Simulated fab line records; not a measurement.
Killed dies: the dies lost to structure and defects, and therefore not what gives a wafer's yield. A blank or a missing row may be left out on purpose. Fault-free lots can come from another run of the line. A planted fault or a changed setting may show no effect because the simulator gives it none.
What tool caused it? :: flow n5-finfet :: 11 lots, 33 wafers sampled, at 4 steps of a route of 1938

WHAT THE GAUGES READ, wafer by wafer
No reading from a measuring or inspecting step in the record can be judged against a usual standard deviation.

WHICH TOOL RAN EACH LOT (tool, then ch and the chambers of the sampled wafers, then the start)
lot: L787
N5_BEOL_M5_STRIP_64: rie-diel-06 ch 0,1, day 9 03:10
N5_PASSIVATION_AL_ETCH_33: rie-metal-02 ch 0,1, day 12 22:02
N5_PASSIVATION_ETCH_54: rie-diel-05 ch 1,2, day 13 00:06
N5_PASSIVATION_PROBE_49: -

lot: L788
N5_BEOL_M5_STRIP_64: rie-diel-02 ch 0,2, day 9 09:29
N5_PASSIVATION_AL_ETCH_33: rie-metal-02 ch 0,1, day 13 01:29
N5_PASSIVATION_ETCH_54: rie-diel-05 ch 1,2,3, day 13 03:32
N5_PASSIVATION_PROBE_49: -

lot: L791
N5_BEOL_M5_STRIP_64: rie-diel-06 ch 2,3, day 11 04:11
N5_PASSIVATION_AL_ETCH_33: rie-metal-01 ch 0,1, day 15 00:52
N5_PASSIVATION_ETCH_54: rie-diel-01 ch 0,3, day 15 02:47
N5_PASSIVATION_PROBE_49: -

lot: L790
N5_BEOL_M5_STRIP_64: rie-diel-04 ch 1,2, day 11 07:07
N5_PASSIVATION_AL_ETCH_33: rie-metal-03 ch 0,1, day 15 08:59
N5_PASSIVATION_ETCH_54: rie-diel-05 ch 2,3, day 15 10:53
N5_PASSIVATION_PROBE_49: -

lot: L792
N5_BEOL_M5_STRIP_64: rie-diel-04 ch 2,3, day 12 02:30
N5_PASSIVATION_AL_ETCH_33: rie-metal-03 ch 0,1, day 16 07:13
N5_PASSIVATION_ETCH_54: rie-diel-01 ch 1,2,3, day 16 09:10
N5_PASSIVATION_PROBE_49: -

lot: L795
N5_BEOL_M5_STRIP_64: rie-diel-04 ch 0,2,3, day 12 15:48
N5_PASSIVATION_AL_ETCH_33: rie-metal-01 ch 0,1, day 17 06:11
N5_PASSIVATION_ETCH_54: rie-diel-03 ch 0,1,3, day 17 08:20
N5_PASSIVATION_PROBE_49: -

lot: L796
N5_BEOL_M5_STRIP_64: rie-diel-06 ch 0,2,3, day 12 21:16
N5_PASSIVATION_AL_ETCH_33: rie-metal-02 ch 0, day 17 07:05
N5_PASSIVATION_ETCH_54: rie-diel-03 ch 0,1,2, day 17 09:01
N5_PASSIVATION_PROBE_49: -

lot: L799
N5_BEOL_M5_STRIP_64: rie-diel-04 ch 1,2, day 13 15:16
N5_PASSIVATION_AL_ETCH_33: rie-metal-01 ch 0,1, day 18 01:21
N5_PASSIVATION_ETCH_54: rie-diel-01 ch 0,2, day 18 03:27
N5_PASSIVATION_PROBE_49: prober-01, day 18 06:17

lot: L802
N5_BEOL_M5_STRIP_64: rie-diel-04 ch 0,1,2, day 14 03:42
N5_PASSIVATION_AL_ETCH_33: rie-metal-01 ch 0,1, day 18 04:25
N5_PASSIVATION_ETCH_54: rie-diel-05 ch 1,2, day 18 06:35
N5_PASSIVATION_PROBE_49: prober-01, day 18 09:24

lot: L806
N5_BEOL_M5_STRIP_64: rie-diel-02 ch 0,1,3, day 15 08:43
N5_PASSIVATION_AL_ETCH_33: rie-metal-03 ch 1, day 19 22:07
N5_PASSIVATION_ETCH_54: rie-diel-01 ch 1,2,3, day 20 00:11
N5_PASSIVATION_PROBE_49: -

lot: L810
N5_BEOL_M5_STRIP_64: rie-diel-06 ch 0,2, day 15 18:02
N5_PASSIVATION_AL_ETCH_33: rie-metal-03 ch 0,1, day 20 02:08
N5_PASSIVATION_ETCH_54: rie-diel-03 ch 0,3, day 20 05:30
N5_PASSIVATION_PROBE_49: -
- N5_BEOL_M5_STRIP_64: strips in CF4.
- N5_PASSIVATION_AL_ETCH_33: etches Al in Cl2/BCl3, stops on TaN, target depth 2800 nm, time 466.7 s.
- N5_PASSIVATION_ETCH_54: etches SiO2 in CHF3/O2, target depth 880 nm, time 440 s.
- N5_PASSIVATION_PROBE_49

AS READ BY THE TOOLS THEMSELVES (means over the sampled wafers that have a number; for cases with no such wafer, the mark the record gives instead)
N5_BEOL_M5_STRIP_64. Usual: drypump-motor-current-A 5.5 A, standard deviation 0.39; oes-product-au 0.78 a.u., standard deviation 0.098; rf-vpp-V 270.9 V, standard deviation 1.8; showerhead-plenum-p-Torr 1.78 Torr, standard deviation 0.064; throttle-valve-pct 13.53 %, standard deviation 0.27.
lot: L787
tool: rie-diel-06
drypump-motor-current-A (A): 5.2
oes-product-au (a.u.): 0.81
rf-vpp-V (V): 269.1
showerhead-plenum-p-Torr (Torr): 1.73
throttle-valve-pct (%): 13.33
flag: 

lot: L788
tool: rie-diel-02
drypump-motor-current-A (A): 5.4
oes-product-au (a.u.): 0.86
rf-vpp-V (V): 271.1
showerhead-plenum-p-Torr (Torr): 1.81
throttle-valve-pct (%): 13.40
flag: 

lot: L791
tool: rie-diel-06
drypump-motor-current-A (A): 5.3
oes-product-au (a.u.): 0.71
rf-vpp-V (V): 271.8
showerhead-plenum-p-Torr (Torr): 1.80
throttle-valve-pct (%): 13.79
flag: 

lot: L790
tool: rie-diel-04
drypump-motor-current-A (A): 5.9
oes-product-au (a.u.): 0.69
rf-vpp-V (V): 270.5
showerhead-plenum-p-Torr (Torr): 1.74
throttle-valve-pct (%): 13.74
flag: 

lot: L792
tool: rie-diel-04
drypump-motor-current-A (A): 5.3
oes-product-au (a.u.): 0.70
rf-vpp-V (V): 272.1
showerhead-plenum-p-Torr (Torr): 1.81
throttle-valve-pct (%): 13.73
flag: 

lot: L795
tool: rie-diel-04
drypump-motor-current-A (A): 5.5
oes-product-au (a.u.): 0.75
rf-vpp-V (V): 270.7
showerhead-plenum-p-Torr (Torr): 1.78
throttle-valve-pct (%): 13.59
flag: 

lot: L796
tool: rie-diel-06
drypump-motor-current-A (A): 5.1
oes-product-au (a.u.): 0.74
rf-vpp-V (V): 270.5
showerhead-plenum-p-Torr (Torr): 1.76
throttle-valve-pct (%): 13.64
flag: 

lot: L799
tool: rie-diel-04
drypump-motor-current-A (A): 5.6
oes-product-au (a.u.): 0.78
rf-vpp-V (V): 273.2
showerhead-plenum-p-Torr (Torr): 1.86
throttle-valve-pct (%): 13.55
flag: 

lot: L802
tool: rie-diel-04
drypump-motor-current-A (A): 5.8
oes-product-au (a.u.): 0.83
rf-vpp-V (V): 271.2
showerhead-plenum-p-Torr (Torr): 1.83
throttle-valve-pct (%): 13.41
flag: 

lot: L806
tool: rie-diel-02
drypump-motor-current-A (A): 5.7
oes-product-au (a.u.): 0.76
rf-vpp-V (V): 270.3
showerhead-plenum-p-Torr (Torr): 1.76
throttle-valve-pct (%): 13.56
flag: 

lot: L810
tool: rie-diel-06
drypump-motor-current-A (A): 5.1
oes-product-au (a.u.): 0.91
rf-vpp-V (V): 272.9
showerhead-plenum-p-Torr (Torr): 1.80
throttle-valve-pct (%): 13.25
flag: 

N5_PASSIVATION_AL_ETCH_33. Usual: drypump-motor-current-A 5.9 A, standard deviation 0.38; oes-product-au 0.71 a.u., standard deviation 0.059; throttle-valve-pct 34.4 %, standard deviation 0.33.
lot: L787
tool: rie-metal-02
drypump-motor-current-A (A): 5.3
oes-product-au (a.u.): 0.75
throttle-valve-pct (%): 34.1
flag: 

lot: L788
tool: rie-metal-02
drypump-motor-current-A (A): 5.6
oes-product-au (a.u.): 0.75
throttle-valve-pct (%): 34.2
flag: 

lot: L791
tool: rie-metal-01
drypump-motor-current-A (A): 6.0
oes-product-au (a.u.): 0.67
throttle-valve-pct (%): 34.6
flag: 

lot: L790
tool: rie-metal-03
drypump-motor-current-A (A): 6.2
oes-product-au (a.u.): 0.77
throttle-valve-pct (%): 34.4
flag: 

lot: L792
tool: rie-metal-03
drypump-motor-current-A (A): 6.1
oes-product-au (a.u.): 0.80
throttle-valve-pct (%): 34.4
flag: 

lot: L795
tool: rie-metal-01
drypump-motor-current-A (A): 6.0
oes-product-au (a.u.): 0.65
throttle-valve-pct (%): 34.7
flag: 

lot: L796
tool: rie-metal-02
drypump-motor-current-A (A): 5.9
oes-product-au (a.u.): 0.72
throttle-valve-pct (%): 34.4
flag: 

lot: L799
tool: rie-metal-01
drypump-motor-current-A (A): 5.9
oes-product-au (a.u.): 0.65
throttle-valve-pct (%): 34.4
flag: 

lot: L802
tool: rie-metal-01
drypump-motor-current-A (A): 6.0
oes-product-au (a.u.): 0.66
throttle-valve-pct (%): 34.4
flag: 

lot: L806
tool: rie-metal-03
drypump-motor-current-A (A): 6.0
oes-product-au (a.u.): 0.79
throttle-valve-pct (%): 34.5
flag: 

lot: L810
tool: rie-metal-03
drypump-motor-current-A (A): 6.2
oes-product-au (a.u.): 0.73
throttle-valve-pct (%): 34.4
flag: 

N5_PASSIVATION_ETCH_54. Usual: drypump-motor-current-A 6.0 A, standard deviation 0.49; mfc-ar-sccm 200.0 sccm, standard deviation 0.57; oes-product-au 0.80 a.u., standard deviation 0.068; rf-vpp-V 519 V, standard deviation 10; showerhead-plenum-p-Torr 2.39 Torr, standard deviation 0.079; throttle-valve-pct 18.82 %, standard deviation 0.21.
lot: L787
tool: rie-diel-05
drypump-motor-current-A (A): 5.8
mfc-ar-sccm (sccm): 199.6
oes-product-au (a.u.): 0.77
rf-vpp-V (V): 523
showerhead-plenum-p-Torr (Torr): 2.44
throttle-valve-pct (%): 18.87
flag: 

lot: L788
tool: rie-diel-05
drypump-motor-current-A (A): 5.8
mfc-ar-sccm (sccm): 200.4
oes-product-au (a.u.): 0.83
rf-vpp-V (V): 521
showerhead-plenum-p-Torr (Torr): 2.40
throttle-valve-pct (%): 18.70
flag: 

lot: L791
tool: rie-diel-01
drypump-motor-current-A (A): 5.5
mfc-ar-sccm (sccm): 200.0
oes-product-au (a.u.): 0.72
rf-vpp-V (V): 515
showerhead-plenum-p-Torr (Torr): 2.22
throttle-valve-pct (%): 18.79
flag: 

lot: L790
tool: rie-diel-05
drypump-motor-current-A (A): 5.6
mfc-ar-sccm (sccm): 199.7
oes-product-au (a.u.): 0.80
rf-vpp-V (V): 523
showerhead-plenum-p-Torr (Torr): 2.40
throttle-valve-pct (%): 18.67
flag: 

lot: L792
tool: rie-diel-01
drypump-motor-current-A (A): 5.7
mfc-ar-sccm (sccm): 200.3
oes-product-au (a.u.): 0.81
rf-vpp-V (V): 523
showerhead-plenum-p-Torr (Torr): 2.33
throttle-valve-pct (%): 18.64
flag: 

lot: L795
tool: rie-diel-03
drypump-motor-current-A (A): 6.0
mfc-ar-sccm (sccm): 200.4
oes-product-au (a.u.): 0.81
rf-vpp-V (V): 524
showerhead-plenum-p-Torr (Torr): 2.40
throttle-valve-pct (%): 18.89
flag: 

lot: L796
tool: rie-diel-03
drypump-motor-current-A (A): 6.4
mfc-ar-sccm (sccm): 199.9
oes-product-au (a.u.): 0.78
rf-vpp-V (V): 514
showerhead-plenum-p-Torr (Torr): 2.40
throttle-valve-pct (%): 18.92
flag: 

lot: L799
tool: rie-diel-01
drypump-motor-current-A (A): 5.7
mfc-ar-sccm (sccm): 199.7
oes-product-au (a.u.): 0.84
rf-vpp-V (V): 526
showerhead-plenum-p-Torr (Torr): 2.40
throttle-valve-pct (%): 18.84
flag: 

lot: L802
tool: rie-diel-05
drypump-motor-current-A (A): 6.0
mfc-ar-sccm (sccm): 199.3
oes-product-au (a.u.): 0.86
rf-vpp-V (V): 521
showerhead-plenum-p-Torr (Torr): 2.38
throttle-valve-pct (%): 18.70
flag: 

lot: L806
tool: rie-diel-01
drypump-motor-current-A (A): 5.7
mfc-ar-sccm (sccm): 200.0
oes-product-au (a.u.): 0.87
rf-vpp-V (V): 526
showerhead-plenum-p-Torr (Torr): 2.44
throttle-valve-pct (%): 18.57
flag: 

lot: L810
tool: rie-diel-03
drypump-motor-current-A (A): 5.7
mfc-ar-sccm (sccm): 199.4
oes-product-au (a.u.): 0.80
rf-vpp-V (V): 531
showerhead-plenum-p-Torr (Torr): 2.40
throttle-valve-pct (%): 19.04
flag: 

N5_PASSIVATION_PROBE_49. Usual: defect-limited-yield 90.9 %, standard deviation 1.4; killed_at_M0_to_M3 38, standard deviation 11; killed_at_M4_up 13, standard deviation 5.9; killed-at-contacts 14, standard deviation 6.4; killed-at-front-end 38, standard deviation 11; killed-at-other 3.3, standard deviation 2.5; killed-dies 107, standard deviation 16; killed-open 70, standard deviation 12; killed-short 35, standard deviation 7.7; sort_bin_5_function 5.3 %, standard deviation 0.94; sort_bin_6_memory 3.5 %, standard deviation 0.7; sort_bin_8_speed 0.00 %, standard deviation 0.007; sort-n-pass 1073, standard deviation 16; sort-yield-pct 90.9 %, standard deviation 1.4.
lot: L799
tool: prober-01
defect-limited-yield (%): 84.5
killed_at_M0_to_M3: 35
killed_at_M4_up: 84
killed-at-contacts: 8
killed-at-front-end: 48
killed-at-other: 7.0
killed-dies: 182
killed-open: 72
killed-short: 36
sort_bin_5_function (%): 9.6
sort_bin_6_memory (%): 4.5
sort_bin_8_speed (%): 0.00
sort-n-pass: 998
sort-yield-pct (%): 84.5
flag: OFF

lot: L802
tool: prober-01
defect-limited-yield (%): 86.9
killed_at_M0_to_M3: 65
killed_at_M4_up: 45
killed-at-contacts: 12
killed-at-front-end: 29
killed-at-other: 3.3
killed-dies: 155
killed-open: 79
killed-short: 40
sort_bin_5_function (%): 7.5
sort_bin_6_memory (%): 4.8
sort_bin_8_speed (%): 0.00
sort-n-pass: 1025
sort-yield-pct (%): 86.9
flag: OFF

THE ANSWER, worked out from the rows above alone
Rule: a lot counts as off when the mean over its wafers that have a number is more than 3 standard deviations away from the usual mean. A lot without any number at a reading at which 4 lots or more have one is off too. The other lots that the step has rows for count as sound. After the gauges, taken in route order, come the tools' own readings; for these a lot's mean is taken, as printed above. At the first step where some lot is off, the reading lying furthest off is the one used; lots without a number count as furthest.
Off, at N5_PASSIVATION_PROBE_49 on killed_at_M4_up: L799, L802. Neither off nor sound, because the step has no rows for them: L787, L788, L791, L790, L792, L795, L796, L806, L810.
If a tool, at that step or one of the process steps before it, ran each lot that is off and ran no sound lot following the first of them, it fits. Can't be told from this: 3 tools fit, rie-diel-04 at N5_BEOL_M5_STRIP_64, rie-metal-01 at N5_PASSIVATION_AL_ETCH_33, prober-01 at N5_PASSIVATION_PROBE_49.

WHAT HAD BEEN PUT IN BY THE SIMULATOR
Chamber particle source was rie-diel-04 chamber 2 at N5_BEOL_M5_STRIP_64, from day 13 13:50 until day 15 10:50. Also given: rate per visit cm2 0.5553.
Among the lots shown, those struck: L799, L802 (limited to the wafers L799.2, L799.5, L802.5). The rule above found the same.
